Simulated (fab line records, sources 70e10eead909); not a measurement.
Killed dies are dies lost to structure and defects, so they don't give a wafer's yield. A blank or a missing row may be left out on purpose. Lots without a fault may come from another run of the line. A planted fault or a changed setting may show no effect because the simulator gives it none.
A struck lot beside a sound one | flow nand_harc | 42 steps out of a route of 1302
Sound: wafers L560.2, L560.3, L560.6. Struck: wafers L570.1, L570.4, L570.6. The cause comes at the end.
At each step with rows: each side's tool, then ch and its chambers, then its first start. Under that, the readings that differ: sound wafers | struck wafers | difference of the means | sigmas: that difference in standard deviations of wafers without a fault.
alike: readings whose means differ by less than 2 such deviations, and words and numbers that are the same on both sides. not compared: withheld readings, readings that some wafer has no value for, bounds like >300 that may hide the same value, and numbers for which the record gives no deviation and whose values overlap.
The two part at a step that has a row with sigmas, a row that says differs or no value, or rows on one side only. Numbers that don't overlap but have no deviation are shown without sigmas and don't part them. A reading that every wafer of one side lacks parts them only if that side has two wafers or more.

first, 4 steps without rows for these wafers: NHARC_P_M2_STRIP_19 (strips in post etch residue remover, time 600 s); NHARC_P_M2_DEGAS_29 (time 60 s); NHARC_P_M2_PRE_CLEAN_30 (time 30 s); NHARC_P_M2_PVD_20 (deposits TaN, target thk 5 nm, time 8.06 s).
NHARC_P_M2_PVD_21: deposits Cu, target thk 30 nm, time 20.49 s.
  sound on pvd_sputter-02; struck on pvd_sputter-03
  alike: throttle_valve_pct
then, 3 steps without rows for these wafers: NHARC_P_M2_ECD_22 (material Cu, target thk 400 nm); NHARC_P_M2_ANNEAL_31 (time 90 s); NHARC_P_M2_CMP_23 (polishes, t overpolish 20 s, target thk 144.3 nm).
NHARC_P_M2_THK_MEAS_24: measures by xrf.
  sound on film_metro-02, day 8 03:26; struck on film_metro-01, day 12 12:40
  alike: thk_nm
then, 1 step without rows for these wafers: NHARC_P_M2_SRD_25.
NHARC_P_M2_INSPECT_27:
  sound on defect_inspect-01, day 8 03:35; struck on defect_inspect-01, day 12 12:50
  alike: raw_defect_count
NHARC_P_M2_PRE_CLEAN_32: time 12 s.
  sound on pecvd-02 ch 1,2, day 8 03:40; struck on pecvd-03 ch 0,1, day 12 12:55
  reading            | sound       | struck      | difference | sigmas
  heater_power_w (W) | 432 553 564 | 798 822 523 | +198       | +2
  alike: rf_fwd_power_W, susceptor_temp_C
NHARC_P_M2_DEP_33: deposits SiCN, target thk 30 nm.
  sound on pecvd-02 ch 1,2, day 8 03:44; struck on pecvd-03 ch 0,1, day 12 12:59
  reading            | sound       | struck      | difference | sigmas
  heater_power_w (W) | 372 495 486 | 759 778 542 | +242       | +3
  alike: rf_fwd_power_W, susceptor_temp_C
then, 1 step without rows for these wafers: NHARC_P_BONDPAD_DEP_00 (deposits SiCN, target thk 250 nm).
NHARC_P_BONDPAD_CMP_32: polishes SiCN, target thk 200 nm.
  sound on cmp-02 ch 0,2,3, day 8 04:34; struck on cmp-01 ch 1,2,3, day 12 13:51
  alike: motor_current_A
NHARC_P_BONDPAD_THK_MEAS_33: measures by ellipsometry.
  sound on film_metro-02, day 8 04:48; struck on film_metro-01, day 12 14:03
  alike: thk_nm
then, 10 steps without rows for these wafers: NHARC_P_BONDPAD_SRD_34; NHARC_P_BONDPAD_DEHYDRATE_01 (time 120 s); NHARC_P_BONDPAD_HMDS_02 (time 30 s); NHARC_P_BONDPAD_COAT_36 (time 65 s); NHARC_P_BONDPAD_COAT_03 (resist thk 600 nm); NHARC_P_BONDPAD_SOFTBAKE_04 (time 70 s); NHARC_P_BONDPAD_EBR_05; NHARC_P_BONDPAD_EXPOSE_06 (exposes mask P BPAD); NHARC_P_BONDPAD_PEB_07 (peb time 80 s); NHARC_P_BONDPAD_DEVELOP_08 (time 50 s).
NHARC_P_BONDPAD_CD_MEAS_09: target cd 500 nm.
  sound on cd_sem-02 ch 0, day 8 05:15; struck on cd_sem-02 ch 0, day 12 14:38
  alike: cd_nm
NHARC_P_BONDPAD_OVL_MEAS_38:
  sound on overlay-02, day 8 05:20; struck on overlay-01, day 12 14:44
  alike: overlay_x_nm, overlay_y_nm
then, 2 steps without rows for these wafers: NHARC_P_BONDPAD_HARDBAKE_10 (time 65 s); NHARC_P_BONDPAD_DESCUM_11 (chemistry O2, time 3 s).
NHARC_P_BONDPAD_ETCH_37: etches the open film in N2/H2, target depth 60 nm, overetch 18 nm, time 65.91 s.
  sound on rie_diel-09 ch 1,3, day 8 05:32; struck on rie_diel-10 ch 1,2,3, day 12 14:56
  alike: drypump_motor_current_A, oes_product_au, rf_fwd_power_W, rf_vpp_V, showerhead_plenum_p_Torr, throttle_valve_pct
  not compared: rf_hours_counter_h
then, 1 step without rows for these wafers: NHARC_P_BONDPAD_ETCH_12 (etches the open film in CHF3/O2, target depth 200 nm, time 100 s).
NHARC_P_BONDPAD_CD_MEAS_13:
  sound on cd_sem-01, day 8 05:46; struck on cd_sem-02, day 12 15:10
  reading    | sound             | struck            | difference | sigmas
  cd_nm (nm) | 501.9 499.8 502.7 | 498.9 496.8 497.6 | -3.7       | -2
then, 6 steps without rows for these wafers: NHARC_P_BONDPAD_STRIP_15 (strips in O2); NHARC_P_BONDPAD_ETCH_24 (etches the open film in CF4/N2, target depth 30 nm, time 72.99 s); NHARC_P_BONDPAD_STRIP_16 (strips in post etch residue remover, time 600 s); NHARC_P_BONDPAD_DEGAS_25 (time 60 s); NHARC_P_BONDPAD_PRE_CLEAN_26 (time 30 s); NHARC_P_BONDPAD_PVD_17 (deposits TaN, target thk 5 nm, time 8.06 s).
NHARC_P_BONDPAD_PVD_27: deposits Cu, target thk 30 nm, time 20.49 s.
  sound on pvd_sputter-02; struck on pvd_sputter-03
  alike: throttle_valve_pct
then, 1 step without rows for these wafers: NHARC_P_BONDPAD_ECD_18 (material Cu, target thk 400 nm).
-- the record jumps here: 17 days lie between the struck wafers' starts before and after (it left off in module P_BONDPAD and takes up again in module END, whose first step shown is number 1302 of the route) --
NHARC_END_SORT_01:
  the record has rows for the struck wafers here (prober-02 ch 0, day 30 02:07) and none for the sound ones

WHERE THEY PART
First at NHARC_P_M2_PRE_CLEAN_32; last, within this record, at NHARC_END_SORT_01.

WHY: what the simulator had put in
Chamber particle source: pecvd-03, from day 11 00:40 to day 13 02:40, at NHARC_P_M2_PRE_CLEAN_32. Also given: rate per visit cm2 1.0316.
